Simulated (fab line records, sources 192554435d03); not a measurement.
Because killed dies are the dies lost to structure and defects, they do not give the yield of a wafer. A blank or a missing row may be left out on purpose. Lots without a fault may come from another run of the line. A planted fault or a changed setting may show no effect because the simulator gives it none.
Split-lot trial || flow n5-finfet || 19 wafers read from 7 lots, route of 1938 steps

SPLIT DETAILS
At N5_BEOL_M1_SPUTTER_48 (material Cu, target thk 4.5 nm, time 8.29 s), the setting time-s was moved away from the recipe's 8.29 s on 6 of the 19 wafers read, by +6.2% to +13.4%. This setting was run at the recipe's value on the other wafers.

The reading comes from the split's own step.

THE READING
Cu_of_BEOL_M1_SPUTTER_48.thk-nm (the simulator's own value, which no gauge read), in nm, at N5_BEOL_M1_SPUTTER_48 (material Cu, target thk 4.5 nm, time 8.29 s). The file gives no usual value for it. The 13 wafers here that ran the recipe average 4.6 nm, standard deviation 0.15 nm.

{"wafer": "L074.2", "tool, chamber at the split": "pvd-sputter-02, -", "time-s as run, s": 8.29, "against the recipe": "recipe", "Cu_of_BEOL_M1_SPUTTER_48.thk-nm, nm": 4.8, "against lot-mates on the recipe": "-"}
{"wafer": "L074.4", "tool, chamber at the split": "pvd-sputter-02, -", "time-s as run, s": 8.29, "against the recipe": "recipe", "Cu_of_BEOL_M1_SPUTTER_48.thk-nm, nm": 4.6, "against lot-mates on the recipe": "-"}
{"wafer": "L074.6", "tool, chamber at the split": "pvd-sputter-02, -", "time-s as run, s": 8.29, "against the recipe": "recipe", "Cu_of_BEOL_M1_SPUTTER_48.thk-nm, nm": 4.6, "against lot-mates on the recipe": "-"}
{"wafer": "L075.1", "tool, chamber at the split": "pvd-sputter-01, -", "time-s as run, s": 8.29, "against the recipe": "recipe", "Cu_of_BEOL_M1_SPUTTER_48.thk-nm, nm": 4.4, "against lot-mates on the recipe": "-"}
{"wafer": "L075.3", "tool, chamber at the split": "pvd-sputter-01, -", "time-s as run, s": 9.386, "against the recipe": "+13.2%", "Cu_of_BEOL_M1_SPUTTER_48.thk-nm, nm": 5, "against lot-mates on the recipe": "+0.6"}
{"wafer": "L077.3", "tool, chamber at the split": "pvd-sputter-02, -", "time-s as run, s": 8.29, "against the recipe": "recipe", "Cu_of_BEOL_M1_SPUTTER_48.thk-nm, nm": 4.8, "against lot-mates on the recipe": "-"}
{"wafer": "L077.4", "tool, chamber at the split": "pvd-sputter-02, -", "time-s as run, s": 9.032, "against the recipe": "+9.0%", "Cu_of_BEOL_M1_SPUTTER_48.thk-nm, nm": 5, "against lot-mates on the recipe": "+0.2"}
{"wafer": "L077.6", "tool, chamber at the split": "pvd-sputter-02, -", "time-s as run, s": 9.032, "against the recipe": "+9.0%", "Cu_of_BEOL_M1_SPUTTER_48.thk-nm, nm": 5, "against lot-mates on the recipe": "+0.2"}
{"wafer": "L082.1", "tool, chamber at the split": "pvd-sputter-02, -", "time-s as run, s": 8.29, "against the recipe": "recipe", "Cu_of_BEOL_M1_SPUTTER_48.thk-nm, nm": 4.6, "against lot-mates on the recipe": "-"}
{"wafer": "L082.2", "tool, chamber at the split": "pvd-sputter-02, -", "time-s as run, s": 8.29, "against the recipe": "recipe", "Cu_of_BEOL_M1_SPUTTER_48.thk-nm, nm": 4.6, "against lot-mates on the recipe": "-"}
{"wafer": "L082.3", "tool, chamber at the split": "pvd-sputter-02, -", "time-s as run, s": 8.29, "against the recipe": "recipe", "Cu_of_BEOL_M1_SPUTTER_48.thk-nm, nm": 4.4, "against lot-mates on the recipe": "-"}
{"wafer": "L086.2", "tool, chamber at the split": "pvd-sputter-03, -", "time-s as run, s": 8.29, "against the recipe": "recipe", "Cu_of_BEOL_M1_SPUTTER_48.thk-nm, nm": 4.4, "against lot-mates on the recipe": "-"}
{"wafer": "L086.5", "tool, chamber at the split": "pvd-sputter-03, -", "time-s as run, s": 9.405, "against the recipe": "+13.4%", "Cu_of_BEOL_M1_SPUTTER_48.thk-nm, nm": 5.2, "against lot-mates on the recipe": "+0.8"}
{"wafer": "L086.6", "tool, chamber at the split": "pvd-sputter-03, -", "time-s as run, s": 9.405, "against the recipe": "+13.4%", "Cu_of_BEOL_M1_SPUTTER_48.thk-nm, nm": 5, "against lot-mates on the recipe": "+0.6"}
{"wafer": "L090.1", "tool, chamber at the split": "pvd-sputter-02, -", "time-s as run, s": 8.29, "against the recipe": "recipe", "Cu_of_BEOL_M1_SPUTTER_48.thk-nm, nm": 4.8, "against lot-mates on the recipe": "-"}
{"wafer": "L090.3", "tool, chamber at the split": "pvd-sputter-02, -", "time-s as run, s": 8.29, "against the recipe": "recipe", "Cu_of_BEOL_M1_SPUTTER_48.thk-nm, nm": 4.6, "against lot-mates on the recipe": "-"}
{"wafer": "L090.5", "tool, chamber at the split": "pvd-sputter-02, -", "time-s as run, s": 8.29, "against the recipe": "recipe", "Cu_of_BEOL_M1_SPUTTER_48.thk-nm, nm": 4.6, "against lot-mates on the recipe": "-"}
{"wafer": "L092.1", "tool, chamber at the split": "pvd-sputter-02, -", "time-s as run, s": 8.29, "against the recipe": "recipe", "Cu_of_BEOL_M1_SPUTTER_48.thk-nm, nm": 4.4, "against lot-mates on the recipe": "-"}
{"wafer": "L092.4", "tool, chamber at the split": "pvd-sputter-02, -", "time-s as run, s": 8.801, "against the recipe": "+6.2%", "Cu_of_BEOL_M1_SPUTTER_48.thk-nm, nm": 4.8, "against lot-mates on the recipe": "+0.4"}

THE FIT
A straight line over all 19 wafers: Cu_of_BEOL_M1_SPUTTER_48.thk-nm changes by +0.038 nm for each +1% of time-s; r = +0.84; the points scatter about the line by 0.14 nm.
The same after taking each lot's own level away (the mean of its wafers on the recipe; 19 wafers): +0.0451 nm for each +1%; r = +0.91; scatter 0.11 nm.
That fit puts the effect of the largest move of time-s on the reading at 0.61 nm.
From 4.40 to 4.80 nm: that is the span of the lots' own levels, equal to 2.7 times the standard deviation above.
So the lot-to-lot level changes the slope: the two fits differ.
Check: for one of the wafers moved furthest among these (+13.4%), held out of the fit, the line's prediction against its lot-mates is +0.536 nm. It came out at +0.8 nm against them.

OTHER SPLITS APPLIED TO THESE WAFERS
These wafers also went through other splits before the reading. Each is held against what the fit with the lots' levels taken away leaves over:
{"other split on the same wafers": "N5_BEOL_M0_SAQP_ETCH_84 time-s", "wafers away from the commonest value": 8, "r with Cu_of_BEOL_M1_SPUTTER_48.thk-nm (lot level and that fit taken away)": "+0.19"}
{"other split on the same wafers": "N5_BEOL_M0_SAQP_SPACER1_ALD_98 temp-c", "wafers away from the commonest value": 7, "r with Cu_of_BEOL_M1_SPUTTER_48.thk-nm (lot level and that fit taken away)": "+0.50"}
{"other split on the same wafers": "N5_BEOL_M0_ETCH_138 source-w", "wafers away from the commonest value": 7, "r with Cu_of_BEOL_M1_SPUTTER_48.thk-nm (lot level and that fit taken away)": "+0.16"}
{"other split on the same wafers": "N5_BEOL_M0_ETCH_128 source-w", "wafers away from the commonest value": 7, "r with Cu_of_BEOL_M1_SPUTTER_48.thk-nm (lot level and that fit taken away)": -0.13}

FILE'S OWN FIT
Cu_of_BEOL_M1_SPUTTER_48.thk-nm changes by +0.0452 nm for each +1% of time-s, r = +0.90.
